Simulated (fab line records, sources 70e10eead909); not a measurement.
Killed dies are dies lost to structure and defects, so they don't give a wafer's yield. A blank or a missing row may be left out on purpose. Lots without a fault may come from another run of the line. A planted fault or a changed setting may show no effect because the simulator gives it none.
fab line records | flow nand_harc
record lots=24 wafers=72 last_day=33
route steps=1302 shown P_CONTACT@233 P_M0@270 P_M1@302
lots that met no fault: from a run of the same line without faults
start_h: hours from the record's first day to the start of the lot's first wafer shown | wait_h: hours since the lot's step before | " the same as in the row above | L1.1+2: a row that stands for several wafers | - no value, or no start given | * or withheld: withheld | < > ~ a bound
route shown NAME@n: a module of which the file shows steps, and the number in the route of the first | usual: mean/standard deviation of fault-free wafers | same: alike in all rows | chamber/n: place in a boat | sites: the reading at each site | _std_site: their standard deviation | _edge_site: outer sites' mean less inner sites' | radius_mm: how far each site lies from the wafer's centre | mask NAME#n: copy n | behind: the tool/chamber that last shaped the wafer | hold: why the lot was held/for how many hours/how that ended | device: the transistor (n, p or np) that didn't switch | end of line: the same wafers' tests at the end of the route | a step without rows: its recipe alone | killed: dies lost to structure and defects at the first sort, not the wafer's yield | map: a wafer's dies, x killed, . not, _ none there
set.NAME: the setting as run; set.NAME@STEP: as run at that earlier step | model.NAME: the simulator's own value behind a step, which no gauge read
steps of the route over a sample of lots; a table a step, a row a wafer
services: from which hour (start_h, from the record's first day; less than 0 if before it) a tool's chamber was out of use, for how many hours, and why
## steps
# step NHARC_P_CONTACT_OVL_MEAS_13
# usual overlay_x_nm=0.0/0.69 overlay_y_nm=-0.2/0.85
# columns lot.wafer tool chamber start_h wait_h overlay_x_nm overlay_y_nm
L074.1 overlay-01 - 123.73 - 0.5 -1.0
L074.2 " - " " 0.1 -1.1
L074.6 " - " " 0.2 -0.3
L075.2 overlay-01 - 128.83 - 0.0 -1.2
L075.3 " - " " 0.1 -1.1
L075.4 " - " " -0.1 -1.4
L076.1 overlay-02 - 134.47 - 0.5 -0.5
L076.2 " - " " 0.1 -0.5
L076.5 " - " " 0.1 -0.9
L077.2 overlay-02 - 151.67 - 0.0 0.8
L077.4 " - " " 0.0 1.3
L077.6 " - " " 0.3 1.2
L078.2 overlay-01 - 159.56 - -1.9 -0.5
L078.3 " - " " -1.3 -0.6
L078.6 " - " " -1.0 -0.6
L079.1 overlay-01 - 164.82 - -0.1 1.8
L079.2 " - " " -0.3 1.0
L079.5 " - " " -1.1 0.8
L080.3 overlay-02 - 180.64 - 1.1 0.2
L080.5 " - " " 1.0 0.0
L080.6 " - " " 1.1 0.4
L081.1 overlay-01 - 181.50 - 1.0 0.9
L081.3 " - " " 0.4 0.9
L081.6 " - " " 1.2 1.6
L082.1 overlay-02 - 192.25 - 0.2 -1.2
L082.3 " - " " -0.1 -1.2
L082.5 " - " " 0.3 -1.6
L083.1 overlay-01 - 206.11 - 0.4 0.2
L083.2 " - " " 0.1 0.3
L083.5 " - " " 0.6 0.1
L084.3 overlay-02 - 219.82 - 0.4 0.1
L084.5 " - " " 0.3 -0.3
L084.6 " - " " 0.8 -0.1
L085.3 overlay-02 - 222.70 - -0.2 0.2
L085.5 " - " " -0.3 0.2
L085.6 " - " " 0.0 0.2
L086.2 overlay-02 - 240.73 - -0.5 0.3
L086.3 " - " " 0.0 0.3
L086.6 " - " " -0.2 0.5
L088.4 overlay-01 - 262.93 - -0.6 -1.0
L088.5 " - " " -0.1 -0.6
L088.6 " - " " 0.4 -0.8
L087.1 overlay-01 - 263.70 - -0.7 0.8
L087.5 " - " " -0.8 0.8
L087.6 " - " " -1.1 1.0
L089.1 overlay-01 - 264.56 - -1.5 -1.2
L089.3 " - " " -0.8 -1.0
L089.4 " - " " -1.1 -0.7
L090.2 overlay-02 - 278.45 - -0.6 0.4
L090.3 " - " " -0.9 0.4
L090.6 " - " " -0.5 0.9
L091.2 overlay-01 - 288.13 - 1.4 -0.9
L091.3 " - " " 1.3 -0.5
L091.6 " - " " 1.7 -1.1
L092.1 overlay-02 - 298.77 - 0.4 -0.8
L092.5 " - " " 1.2 -0.6
L092.6 " - " " 0.6 -0.4
L093.2 overlay-01 - 302.89 - -1.2 0.4
L093.3 " - " " -0.8 -0.2
L093.5 " - " " -1.3 0.3
L094.1 overlay-01 - 317.37 - -0.1 -1.5
L094.3 " - " " 0.0 -1.2
L094.6 " - " " -0.2 -1.7
L095.1 overlay-01 - 327.60 - -0.3 -0.6
L095.4 " - " " 0.0 -0.6
L095.5 " - " " -0.5 -0.9
L096.1 overlay-02 - 331.74 - -0.3 0.4
L096.3 " - " " 0.4 0.0
L096.4 " - " " 0.2 0.3
L097.2 overlay-02 - 348.26 - 0.3 -1.6
L097.4 " - " " 0.4 -1.8
L097.5 " - " " -0.4 -1.8
# step NHARC_P_M0_STRIP_18
# recipe power_w=1000 n2_flow_sccm=150 h2_flow_sccm=150 ar_flow_sccm=0 bias_w=0 chemistry=N2/H2
# usual drypump_motor_current_A=5.7/0.44 oes_product_au=1.004/0.012 rf_vpp_V=90.5/0.97 showerhead_plenum_p_Torr=2.02/0.086 throttle_valve_pct=14.171/0.0085
# columns lot.wafer tool chamber start_h wait_h drypump_motor_current_A oes_product_au rf_hours_counter_h rf_vpp_V showerhead_plenum_p_Torr throttle_valve_pct
L074.1 rie_diel-04 1 128.39 0.1 5.2 1.008 25 89.8 1.94 14.173
L074.2 " 3 " " 5.7 0.998 16 89.2 2.05 14.156
L074.6 " 1 " " 5.2 1.009 - 90.6 1.94 14.170
L075.3 rie_diel-04 2 133.36 0.1 5.7 1.026 25 91.2 2.04 14.184
L075.4 " 3 " " 5.7 1.005 17 90.7 2.05 14.178
L075.2 " 0 " " 5.5 1.021 25 90.1 2.01 14.163
L076.2 rie_diel-11 2 139.49 0.1 5.3 1.010 19 89.7 2.00 14.171
L076.1 " 0 " " 6.0 1.000 16 90.0 2.21 14.173
L076.5 " 1 " " 6.3 1.002 - 89.4 2.05 14.163
L077.4 rie_diel-04 1 156.50 0.1 5.2 1.010 31 90.4 1.94 14.183
L077.2 " 3 " " 5.7 1.004 21 90.7 2.05 14.159
L077.6 " 0 " " 5.4 1.030 - 91.6 2.01 14.172
L078.2 rie_diel-13 3 164.37 0.1 5.2 0.989 55 90.2 1.89 14.180
L078.3 " 0 " " 6.5 1.004 57 91.7 2.02 14.171
L078.6 " 1 " " 4.7 1.001 - 91.1 2.01 14.148
L079.2 rie_diel-04 3 169.39 0.1 5.7 0.995 25 91.4 2.05 14.170
L079.1 " 0 " " 5.5 1.016 33 90.1 2.00 14.167
L079.5 " 3 " " 5.7 1.000 - 89.9 2.04 14.170
L080.3 rie_diel-11 0 185.40 0.1 6.0 1.005 33 91.9 2.21 14.176
L080.6 " 2 " " 5.3 1.005 - 90.6 1.99 14.159
L080.5 " 3 " " 6.2 0.993 - 89.1 1.88 14.164
L081.1 rie_diel-13 1 186.61 0.1 4.8 1.001 3 90.3 2.01 14.177
L081.3 " 2 " " 5.6 0.977 4 89.7 1.99 14.168
L081.6 " 1 " " 4.8 0.996 - 90.4 2.01 14.163
L082.1 rie_diel-11 2 197.08 0.1 5.3 1.009 40 90.3 1.99 14.176
L082.3 " 3 " " 6.2 1.000 33 90.5 1.88 14.162
L082.5 " 1 " " 6.3 1.015 - 89.7 2.04 14.172
L083.2 rie_diel-13 1 210.87 0.1 4.8 0.994 16 89.6 2.00 14.166
L083.1 " 0 " " 6.5 1.009 11 91.3 2.02 14.163
L083.5 " 2 " " 5.6 0.980 - 90.3 1.98 14.172
L084.3 rie_diel-11 3 224.58 0.1 6.2 1.014 44 89.4 1.88 14.176
L084.6 " 0 " " 6.0 1.002 - 90.9 2.20 14.166
L084.5 " 1 " " 6.3 1.004 - 93.2 2.04 14.155
L085.3 rie_diel-11 0 227.41 0.1 6.0 1.004 48 92.4 2.20 14.168
L085.5 " 2 " " 5.3 1.004 - 90.4 1.99 14.177
L085.6 " 3 " " 6.2 0.998 - 90.4 1.88 14.177
L086.3 rie_diel-04 2 245.63 0.1 5.7 0.996 9 89.7 2.03 14.157
L086.2 " 0 " " 5.5 1.025 11 91.0 2.00 14.163
L086.6 " 2 " " 5.7 1.003 - 89.7 2.03 14.164
L088.4 rie_diel-11 2 267.48 0.1 5.3 1.026 1 91.2 1.98 14.178
L088.6 " 0 " " 6.0 1.011 - 91.4 2.20 14.166
L088.5 " 1 " " 6.3 1.011 - 89.5 2.03 14.179
L087.1 rie_diel-04 3 268.35 0.1 5.7 0.997 18 90.1 2.04 14.167
L087.6 " 3 " " 5.7 0.987 - 89.0 2.04 14.160
L087.5 " 0 " " 5.4 1.019 - 91.3 2.00 14.180
L089.1 rie_diel-11 3 269.19 0.1 6.2 1.002 1 92.9 2.22 14.162
L089.3 " 0 " " 6.0 1.004 1 92.5 2.20 14.171
L089.4 " 2 " " 5.3 1.025 1 91.3 1.98 14.178
L090.3 rie_diel-13 0 283.00 0.1 6.5 1.005 42 92.2 2.01 14.183
L090.2 " 1 " " 4.8 0.999 48 89.4 1.99 14.160
L090.6 " 0 " " 6.5 1.000 - 89.2 2.01 14.178
L091.2 rie_diel-04 1 292.79 0.1 5.2 0.998 19 90.8 1.93 14.177
L091.3 " 2 " " 5.7 1.011 19 90.7 2.03 14.177
L091.6 " 0 " " 5.5 1.028 - 90.0 2.00 14.168
L092.1 rie_diel-11 2 303.46 0.1 5.3 1.033 13 90.3 1.98 14.168
L092.5 " 0 " " 6.0 1.003 - 92.6 2.19 14.163
L092.6 " 1 " " 6.3 1.017 - 89.8 2.03 14.191
L093.2 rie_diel-04 0 307.52 0.1 5.5 1.018 25 90.8 2.00 14.166
L093.3 " 3 " " 5.7 1.005 26 91.5 2.04 14.184
L093.5 " 1 " " 5.2 0.992 - 90.5 1.93 14.178
L094.1 rie_diel-11 0 322.05 0.1 6.0 1.000 15 92.4 2.19 14.178
L094.3 " 3 " " 6.2 1.000 14 90.9 2.21 14.174
L094.6 " 1 " " 6.3 1.008 - 91.1 2.03 14.176
L095.4 rie_diel-04 0 332.14 0.1 5.5 1.019 28 91.0 1.99 14.165
L095.1 " 3 " " 5.7 0.995 28 91.4 2.04 14.174
L095.5 " 1 " " 5.2 0.982 - 89.6 1.93 14.168
L096.1 rie_diel-04 2 337.19 0.1 5.7 0.989 25 91.0 2.03 14.179
L096.3 " 3 " " 5.7 1.008 29 90.4 2.03 14.166
L096.4 " 0 " " 5.4 1.032 28 89.7 1.99 14.187
L097.4 rie_diel-04 3 353.49 0.1 5.7 1.000 34 90.9 2.03 14.169
L097.2 " 1 " " 5.2 0.983 31 89.9 1.93 14.163
L097.5 " 3 " " 5.8 1.000 - 91.8 2.03 14.171
# step NHARC_P_M0_PVD_21
# recipe target_thk_a=300 chamber_pressure_pa=5 power_w=5000 substrate_temp_c=30 time_s=20.49 material=Cu
# usual throttle_valve_pct=29.9/1
# columns lot.wafer tool chamber start_h wait_h throttle_valve_pct
L074.1 pvd_sputter-03 - - - 29.8
L074.2 " - " " 30.8
L074.6 " - " " 30.6
L075.3 pvd_sputter-03 - - - 28.3
L075.2 " - " " 28.5
L075.4 " - " " 30.5
L076.2 pvd_sputter-01 - - - 28.8
L076.1 " - " " 30.7
L076.5 " - " " 31.5
L077.2 pvd_sputter-01 - - - 30.5
L077.4 " - " " 31.6
L077.6 " - " " 30.9
L078.2 pvd_sputter-01 - - - 29.9
L078.3 " - " " 28.9
L078.6 " - " " 31.7
L079.2 pvd_sputter-01 - - - 29.8
L079.1 " - " " 28.8
L079.5 " - " " 29.7
L080.3 pvd_sputter-03 - - - 28.8
L080.6 " - " " 30.5
L080.5 " - " " 28.7
L081.1 pvd_sputter-01 - - - 31.7
L081.3 " - " " 30.4
L081.6 " - " " 30.5
L082.3 pvd_sputter-02 - - - 30.6
L082.1 " - " " 29.8
L082.5 " - " " 29.6
L083.2 pvd_sputter-01 - - - 31.6
L083.1 " - " " 29.0
L083.5 " - " " 30.4
L084.3 pvd_sputter-02 - - - 31.1
L084.6 " - " " 30.9
L084.5 " - " " 29.8
L085.3 pvd_sputter-02 - - - 30.8
L085.6 " - " " 30.4
L085.5 " - " " 30.2
L086.3 pvd_sputter-01 - - - 30.0
L086.2 " - " " 30.2
L086.6 " - " " 28.2
L088.4 pvd_sputter-03 - - - 28.5
L088.5 " - " " 29.1
L088.6 " - " " 28.8
L087.1 pvd_sputter-01 - - - 29.8
L087.5 " - " " 30.5
L087.6 " - " " 30.1
L089.1 pvd_sputter-03 - - - 28.7
L089.4 " - " " 29.2
L089.3 " - " " 28.8
L090.2 pvd_sputter-01 - - - 30.1
L090.3 " - " " 27.9
L090.6 " - " " 30.3
L091.2 pvd_sputter-03 - - - 28.8
L091.3 " - " " 28.5
L091.6 " - " " 28.6
L092.1 pvd_sputter-01 - - - 31.2
L092.5 " - " " 30.0
L092.6 " - " " 28.0
L093.2 pvd_sputter-02 - - - 30.0
L093.3 " - " " 31.4
L093.5 " - " " 30.1
L094.3 pvd_sputter-02 - - - 30.1
L094.1 " - " " 30.2
L094.6 " - " " 30.5
L095.4 pvd_sputter-03 - - - 30.9
L095.1 " - " " 29.1
L095.5 " - " " 30.5
L096.3 pvd_sputter-02 - - - 30.2
L096.1 " - " " 31.0
L096.4 " - " " 29.8
L097.2 pvd_sputter-01 - - - 31.2
L097.4 " - " " 30.5
L097.5 " - " " 31.4
# step NHARC_P_M0_ANNEAL_30
# recipe temp_c=225 time_s=90
# usual wafer_temp_C_max=225.95/0.29
# columns lot.wafer tool chamber start_h wait_h wafer_temp_C_max
L074.1 rtp_anneal-02 0 129.64 0.3 226.11
L074.2 " 0 " " 226.06
L074.6 " 0 " " 226.00
L075.2 rtp_anneal-02 0 134.69 0.4 225.64
L075.3 " 0 " " 225.90
L075.4 " 0 " " 226.03
L076.1 rtp_anneal-02 0 140.74 - 226.27
L076.2 " 0 " " 226.15
L076.5 " 0 " " 226.69
L077.2 rtp_anneal-02 0 157.84 0.4 225.95
L077.4 " 0 " " 226.44
L077.6 " 0 " " 226.20
L078.2 rtp_anneal-02 0 165.65 - 226.51
L078.3 " 0 " " 226.31
L078.6 " 0 " " 225.77
L079.1 rtp_anneal-01 0 170.69 0.3 225.76
L079.2 " 0 " " 225.74
L079.5 " 0 " " 225.55
L080.3 rtp_anneal-01 0 186.74 0.3 225.67
L080.5 " 0 " " 225.57
L080.6 " 0 " " 226.03
L081.1 rtp_anneal-02 0 187.86 - 225.84
L081.3 " 0 " " 226.37
L081.6 " 0 " " 225.91
L082.1 rtp_anneal-02 0 198.31 - 226.39
L082.3 " 0 " " 225.85
L082.5 " 0 " " 226.15
L083.1 rtp_anneal-01 0 212.18 0.3 225.80
L083.2 " 0 " " 225.86
L083.5 " 0 " " 226.24
L084.3 rtp_anneal-02 0 225.89 0.3 225.88
L084.5 " 0 " " 226.11
L084.6 " 0 " " 225.93
L085.3 rtp_anneal-02 0 228.74 0.3 226.01
L085.5 " 0 " " 225.89
L085.6 " 0 " " 225.87
L086.2 rtp_anneal-02 0 246.96 - 226.11
L086.3 " 0 " " 226.05
L086.6 " 0 " " 225.84
L088.4 rtp_anneal-01 0 268.86 0.3 225.53
L088.5 " 0 " " 225.38
L088.6 " 0 " " 225.61
L087.1 rtp_anneal-02 0 269.63 0.3 226.00
L087.5 " 0 " " 226.14
L087.6 " 0 " " 226.42
L089.1 rtp_anneal-02 0 270.47 0.3 225.97
L089.3 " 0 " " 226.42
L089.4 " 0 " " 226.42
L090.2 rtp_anneal-01 0 284.29 - 225.40
L090.3 " 0 " " 225.60
L090.6 " 0 " " 225.10
L091.2 rtp_anneal-02 0 294.12 0.3 225.92
L091.3 " 0 " " 226.18
L091.6 " 0 " " 225.62
L092.1 rtp_anneal-02 0 304.69 - 226.17
L092.5 " 0 " " 226.42
L092.6 " 0 " " 225.70
L093.2 rtp_anneal-02 0 308.85 0.4 225.67
L093.3 " 0 " " 225.95
L093.5 " 0 " " 226.14
L094.1 rtp_anneal-02 0 323.33 - 225.98
L094.3 " 0 " " 226.21
L094.6 " 0 " " 226.09
L095.1 rtp_anneal-01 0 333.49 0.3 225.58
L095.4 " 0 " " 225.63
L095.5 " 0 " " 225.92
L096.1 rtp_anneal-01 0 338.69 - 225.81
L096.3 " 0 " " 225.65
L096.4 " 0 " " 225.63
L097.2 rtp_anneal-02 0 354.82 0.4 226.24
L097.4 " 0 " " 226.02
L097.5 " 0 " " 226.03
# step NHARC_P_M1_STRIP_18
# recipe power_w=1000 n2_flow_sccm=150 h2_flow_sccm=150 ar_flow_sccm=0 bias_w=0 chemistry=N2/H2
# usual drypump_motor_current_A=5.7/0.52 oes_product_au=1.000/0.011 rf_vpp_V=90.6/0.95 showerhead_plenum_p_Torr=2.03/0.088 throttle_valve_pct=14.171/0.0095
# columns lot.wafer tool chamber start_h wait_h drypump_motor_current_A oes_product_au rf_hours_counter_h rf_vpp_V showerhead_plenum_p_Torr throttle_valve_pct
L074.2 rie_diel-07 2 132.56 0.1 6.4 0.980 0 89.8 2.00 14.166
L074.1 " 1 " " 6.4 0.998 0 91.4 2.08 14.172
L074.6 " 2 " " 6.4 0.989 - 91.5 1.99 14.166
L075.2 rie_diel-07 1 138.56 0.4 6.3 1.004 2 89.8 2.08 14.176
L075.3 " 2 " " 6.4 0.993 2 91.8 1.99 14.166
L075.4 " 1 " " 6.4 1.000 - 90.8 2.08 14.154
L076.1 rie_diel-07 3 143.39 0.1 5.2 1.016 1 89.6 1.99 14.178
L076.2 " 1 " " 6.4 1.020 3 92.1 2.08 14.158
L076.5 " 3 " " 5.2 1.009 - 90.1 1.99 14.165
L077.4 rie_diel-06 1 160.49 0.1 4.9 0.999 1 90.3 1.94 14.180
L077.2 " 0 " " 6.0 0.992 2 91.9 2.20 14.177
L077.6 " 1 " " 4.9 1.005 - 90.1 1.95 14.180
L078.3 rie_diel-06 1 168.50 0.1 4.9 1.001 3 89.9 1.94 14.164
L078.2 " 3 " " 5.8 1.000 3 90.5 2.21 14.174
L078.6 " 1 " " 4.9 0.994 - 89.9 1.94 14.165
L079.1 rie_diel-03 2 173.43 0.1 5.8 0.979 22 91.2 2.08 14.181
L079.2 " 3 " " 5.9 0.996 20 92.3 2.10 14.173
L079.5 " 2 " " 5.8 0.980 - 90.1 2.08 14.180
L080.3 rie_diel-03 0 189.36 0.1 5.4 0.993 22 89.8 1.97 14.172
L080.6 " 2 " " 5.8 0.977 - 91.7 2.08 14.177
L080.5 " 3 " " 5.8 0.998 - 89.5 2.10 14.160
L081.3 rie_diel-07 1 190.62 0.1 6.4 1.000 7 90.3 2.08 14.151
L081.1 " 3 " " 5.2 1.010 5 91.0 1.99 14.182
L081.6 " 1 " " 6.4 1.000 - 90.6 2.08 14.159
L082.1 rie_diel-06 1 201.15 0.1 4.9 1.004 5 90.0 1.94 14.157
L082.3 " 2 " " 5.7 0.997 4 90.8 2.07 14.192
L082.5 " 2 " " 5.7 1.012 - 91.1 2.07 14.177
L083.1 rie_diel-03 0 214.94 0.1 5.4 0.994 30 90.7 1.97 14.167
L083.2 " 2 " " 5.8 0.973 32 92.8 2.08 14.162
L083.5 " 1 " " 4.7 0.994 - 89.3 1.91 14.173
L084.3 rie_diel-07 2 228.64 0.1 6.4 0.984 10 91.4 1.99 14.165
L084.5 " 3 " " 5.2 1.013 - 90.5 1.99 14.177
L084.6 " 0 " " 5.4 0.997 - 91.5 1.93 14.180
L085.3 rie_diel-07 1 231.44 0.1 6.4 0.997 10 90.3 2.08 14.178
L085.6 " 0 " " 5.4 0.997 - 89.2 1.93 14.188
L085.5 " 1 " " 6.4 0.993 - 91.8 2.08 14.170
L086.3 rie_diel-03 3 249.66 0.1 5.9 0.994 42 91.1 2.10 14.177
L086.2 " 1 " " 4.7 0.999 45 88.8 1.90 14.169
L086.6 " 0 " " 5.5 1.005 - 90.0 1.97 14.179
L088.5 rie_diel-07 0 271.60 0.2 5.4 0.997 - 89.1 1.92 14.184
L088.6 " 2 " " 6.4 0.977 - 90.1 1.99 14.171
L088.4 " 3 " " 5.2 1.016 - 91.1 1.99 14.180
L087.1 rie_diel-07 3 272.44 0.1 5.2 1.016 13 90.4 1.99 14.171
L087.5 " 0 " " 5.4 0.996 - 89.3 1.92 14.187
L087.6 " 2 " " 6.4 0.982 - 89.9 1.99 14.164
L089.1 rie_diel-07 3 273.28 0.1 5.2 1.024 13 91.1 1.99 14.180
L089.3 " 0 " " 5.4 1.004 9 90.8 1.92 14.163
L089.4 " 0 " " 5.5 1.001 - 91.3 1.92 14.172
L090.3 rie_diel-06 1 287.07 0.1 4.9 1.013 10 89.5 1.94 14.154
L090.2 " 0 " " 5.9 0.987 10 91.4 2.19 14.168
L090.6 " 2 " " 5.7 1.018 - 91.4 2.07 14.172
L091.2 rie_diel-06 3 296.84 0.1 5.8 1.013 10 91.9 2.20 14.166
L091.3 " 0 " " 6.0 0.994 11 91.4 2.19 14.180
L091.6 " 3 " " 5.8 1.017 - 91.6 2.20 14.166
L092.1 rie_diel-03 3 307.49 0.1 5.9 1.012 6 90.7 2.09 14.154
L092.6 " 2 " " 5.9 0.997 - 89.7 2.07 14.177
L092.5 " 3 " " 5.9 1.011 - 89.8 2.09 14.167
L093.3 rie_diel-07 0 311.47 0.1 5.5 1.010 1 88.6 1.92 14.165
L093.2 " 3 " " 5.1 1.010 1 89.9 1.99 14.158
L093.5 " 0 " " 5.5 1.008 - 90.2 1.92 14.175
L094.1 rie_diel-06 2 326.16 0.1 5.7 1.003 1 91.5 2.07 14.184
L094.3 " 3 " " 5.8 1.003 1 91.4 2.20 14.161
L094.6 " 3 " " 5.8 0.994 - 90.9 2.20 14.174
L095.4 rie_diel-07 3 336.30 0.1 5.2 1.005 3 89.3 1.99 14.147
L095.1 " 2 " " 6.3 0.993 4 90.1 1.99 14.183
L095.5 " 3 " " 5.2 0.993 - 88.7 1.99 14.170
L096.3 rie_diel-07 3 341.51 0.1 5.2 1.004 4 89.2 1.99 14.170
L096.1 " 1 " " 6.4 1.012 5 90.8 2.07 14.170
L096.4 " 2 " " 6.4 0.993 4 91.2 1.99 14.173
L097.2 rie_diel-06 2 357.56 0.1 5.7 0.996 2 90.8 2.07 14.172
L097.4 " 3 " " 5.8 0.998 3 92.5 2.20 14.177
L097.5 " 0 " " 6.0 0.997 - 92.1 2.19 14.179
# step NHARC_P_M1_ANNEAL_31
# recipe temp_c=225 time_s=90
# usual wafer_temp_C_max=225.86/0.3
# columns lot.wafer tool chamber start_h wait_h wafer_temp_C_max
L074.1 rtp_anneal-02 0 134.13 0.3 226.22
L074.2 " 0 " " 226.24
L074.6 " 0 " " 226.26
L075.2 rtp_anneal-01 0 140.05 - 225.88
L075.3 " 0 " " 225.72
L075.4 " 0 " " 225.78
L076.1 rtp_anneal-02 0 144.84 - 226.08
L076.2 " 0 " " 225.78
L076.5 " 0 " " 225.42
L077.2 rtp_anneal-01 0 161.92 0.3 225.68
L077.4 " 0 " " 225.80
L077.6 " 0 " " 225.66
L078.2 rtp_anneal-01 0 169.92 0.3 226.30
L078.3 " 0 " " 225.47
L078.6 " 0 " " 225.99
L079.1 rtp_anneal-01 0 174.78 - 225.52
L079.2 " 0 " " 225.25
L079.5 " 0 " " 225.39
L080.3 rtp_anneal-02 0 190.83 0.3 226.12
L080.5 " 0 " " 225.89
L080.6 " 0 " " 226.30
L081.1 rtp_anneal-01 0 192.00 0.3 225.77
L081.3 " 0 " " 225.49
L081.6 " 0 " " 225.75
L082.1 rtp_anneal-02 0 202.57 0.3 226.44
L082.3 " 0 " " 225.94
L082.5 " 0 " " 226.35
L083.1 rtp_anneal-01 0 216.31 - 225.69
L083.2 " 0 " " 225.79
L083.5 " 0 " " 225.37
L084.3 rtp_anneal-01 0 230.14 0.4 225.67
L084.5 " 0 " " 225.60
L084.6 " 0 " " 225.94
L085.3 rtp_anneal-01 0 232.99 - 225.45
L085.5 " 0 " " 225.60
L085.6 " 0 " " 225.70
L086.2 rtp_anneal-01 0 251.09 - 225.68
L086.3 " 0 " " 225.43
L086.6 " 0 " " 225.54
L088.4 rtp_anneal-02 0 273.10 0.4 226.45
L088.5 " 0 " " 226.28
L088.6 " 0 " " 225.72
L087.1 rtp_anneal-01 0 273.81 0.3 226.11
L087.5 " 0 " " 225.65
L087.6 " 0 " " 225.91
L089.1 rtp_anneal-01 0 274.68 - 225.87
L089.3 " 0 " " 225.88
L089.4 " 0 " " 225.78
L090.2 rtp_anneal-02 0 288.50 0.3 225.76
L090.3 " 0 " " 225.90
L090.6 " 0 " " 226.00
L091.2 rtp_anneal-02 0 298.29 - 226.03
L091.3 " 0 " " 226.73
L091.6 " 0 " " 225.95
L092.1 rtp_anneal-01 0 308.86 - 226.05
L092.5 " 0 " " 225.62
L092.6 " 0 " " 225.51
L093.2 rtp_anneal-02 0 313.15 - 225.90
L093.3 " 0 " " 225.90
L093.5 " 0 " " 226.13
L094.1 rtp_anneal-02 0 327.61 0.3 225.95
L094.3 " 0 " " 226.36
L094.6 " 0 " " 225.92
L095.1 rtp_anneal-02 0 338.39 0.3 226.35
L095.4 " 0 " " 225.94
L095.5 " 0 " " 225.90
L096.1 rtp_anneal-01 0 342.89 0.3 225.61
L096.3 " 0 " " 225.60
L096.4 " 0 " " 225.54
L097.2 rtp_anneal-02 0 358.96 0.4 225.93
L097.4 " 0 " " 226.02
L097.5 " 0 " " 226.18
## services
# columns tool chamber start_h hours kind
rie_diel-07 - 118.23 9.0 pm
rie_diel-06 - 130.23 9.0 pm
rie_diel-07 3 131.52 6.8 repair
pvd_sputter-01 - 141.20 0.8 repair
rie_diel-11 0 143.70 8.3 repair
pvd_sputter-03 - 153.36 22.0 repair
rie_diel-11 3 159.50 6.7 repair
rie_diel-04 1 160.64 27.4 repair
pvd_sputter-03 - 175.37 10.0 pm
rie_diel-04 - 177.92 9.0 pm
rie_diel-06 3 181.61 3.9 repair
rie_diel-07 1 191.67 3.2 repair
rie_diel-07 - 211.41 0.9 repair
rie_diel-04 2 222.96 7.9 repair
pvd_sputter-01 - 226.00 10.0 pm
rie_diel-11 - 255.59 9.0 pm
rie_diel-07 1 257.86 26.7 repair
rie_diel-11 3 270.66 5.1 repair
pvd_sputter-01 - 275.33 1.6 repair
rie_diel-07 - 295.23 9.0 pm
rie_diel-04 - 311.62 0.4 repair
rie_diel-04 2 319.12 6.4 repair
rie_diel-11 0 335.93 9.7 repair
rie_diel-04 - 355.02 9.0 pm
## key
fault none
